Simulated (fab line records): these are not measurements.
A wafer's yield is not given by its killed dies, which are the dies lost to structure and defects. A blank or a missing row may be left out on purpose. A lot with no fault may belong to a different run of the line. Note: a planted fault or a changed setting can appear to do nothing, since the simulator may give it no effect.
Shared-tool check | flow nand_harc | 11 lots, 33 wafers sampled

== WHAT PROMPTED THE OPENING ==
On 1 of the 11 lots, a flag is raised at NHARC_P_ZERO_WELL_CD_MEAS_24 on the reading cd_nm. Wafers without a fault read 719.9 nm, standard deviation 1.2.
Rule: flag the lot when none of its wafers has a number, or when each of its wafers that has one lies beyond 4 standard deviations from that mean. As for the other lots, they are considered sound.

lot  | measured    | on        | cd_nm (nm), wafer by wafer | flag
L462 | day 2 02:35 | cd_sem-01 | 719.4 720.9 720.4          |
L464 | day 2 14:39 | cd_sem-03 | 718.1 717.2 717.4          |
L465 | day 2 20:31 | cd_sem-03 | 719.3 720.5 718.8          |
L466 | day 3 02:35 | cd_sem-03 | 720.6 718.9 719.8          |
L467 | day 3 08:39 | cd_sem-01 | 718.9 719.6 719.5          |
L470 | day 4 02:35 | cd_sem-01 | 719.2 718.2 717.5          |
L471 | day 4 08:33 | cd_sem-01 | 657.1 657.5 658.2          | FLAGGED
L473 | day 4 20:27 | cd_sem-03 | 720.6 721.3 719.5          |
L474 | day 5 02:35 | cd_sem-02 | 720.5 720.1 720.7          |
L481 | day 6 20:38 | cd_sem-03 | 719.7 719.4 720.2          |
L483 | day 7 08:36 | cd_sem-01 | 719.1 720.6 719.2          |
The numbers of the flagged lots are 657.6 nm on average: -62.3 nm against the usual, or -52 standard deviations.

== EACH LOT AND THE TOOL IT RAN ON ==
The record keeps 1 process step preceding the reading, out of 1159 steps on the route. Each cell gives the tool, then ch followed by the chambers the sampled wafers passed through, then the start.
lot  | flag    | NHARC_P_ZERO_WELL_EXPOSE_21
L462 |         | krf_scanner-04 ch 0, day 2 02:26
L464 |         | krf_scanner-01 ch 0, day 2 14:29
L465 |         | krf_scanner-04 ch 0, day 2 20:21
L466 |         | krf_scanner-02 ch 0, day 3 02:26
L467 |         | krf_scanner-04 ch 0, day 3 08:30
L470 |         | krf_scanner-02 ch 0, day 4 02:26
L471 | FLAGGED | krf_scanner-04 ch 0, day 4 08:23
L473 |         | krf_scanner-04 ch 0, day 4 20:18
L474 |         | krf_scanner-01 ch 0, day 5 02:26
L481 |         | krf_scanner-04 ch 0, day 6 20:29
L483 |         | krf_scanner-04 ch 0, day 7 08:26
These steps, and what they do:
- NHARC_P_ZERO_WELL_EXPOSE_21: exposes mask P NWELL, target cd 720 nm.
- NHARC_P_ZERO_WELL_CD_MEAS_24: target cd 720 nm.

== FLAGGED OVER TOTAL, TOOL BY TOOL (the gauges that took the reading come last) ==
step                         | tool           | lots run | flagged | share of the flagged lots | sound lots run after its first flagged lot
NHARC_P_ZERO_WELL_EXPOSE_21  | krf_scanner-01 | 2        | 0       | none                      | -
NHARC_P_ZERO_WELL_EXPOSE_21  | krf_scanner-02 | 2        | 0       | none                      | -
NHARC_P_ZERO_WELL_EXPOSE_21  | krf_scanner-04 | 7        | 1       | all                       | 3 (L473,L481,L483)
NHARC_P_ZERO_WELL_CD_MEAS_24 | cd_sem-01      | 5        | 1       | all                       | 1 (L483)
NHARC_P_ZERO_WELL_CD_MEAS_24 | cd_sem-02      | 1        | 0       | none                      | -
NHARC_P_ZERO_WELL_CD_MEAS_24 | cd_sem-03      | 5        | 0       | none                      | -

== WHAT THE TABLE PERMITS ==
In 2 table rows, all flagged lots were run: krf_scanner-04 (NHARC_P_ZERO_WELL_EXPOSE_21), cd_sem-01 (NHARC_P_ZERO_WELL_CD_MEAS_24).
- krf_scanner-04 at NHARC_P_ZERO_WELL_EXPOSE_21 ran 7 lots, 1 of them flagged. After the first flagged lot (L473, L481, L483), sound lots still ran on it; a lasting fault on the whole tool would not permit that.
- cd_sem-01 at NHARC_P_ZERO_WELL_CD_MEAS_24 ran 5 lots, 1 of them flagged. After the first flagged lot (L483), sound lots still ran on it; a lasting fault on the whole tool would not permit that.
Every row of the table either missed a flagged lot or ran a sound lot after the first.

== WHAT THE SIMULATOR PUT IN ==
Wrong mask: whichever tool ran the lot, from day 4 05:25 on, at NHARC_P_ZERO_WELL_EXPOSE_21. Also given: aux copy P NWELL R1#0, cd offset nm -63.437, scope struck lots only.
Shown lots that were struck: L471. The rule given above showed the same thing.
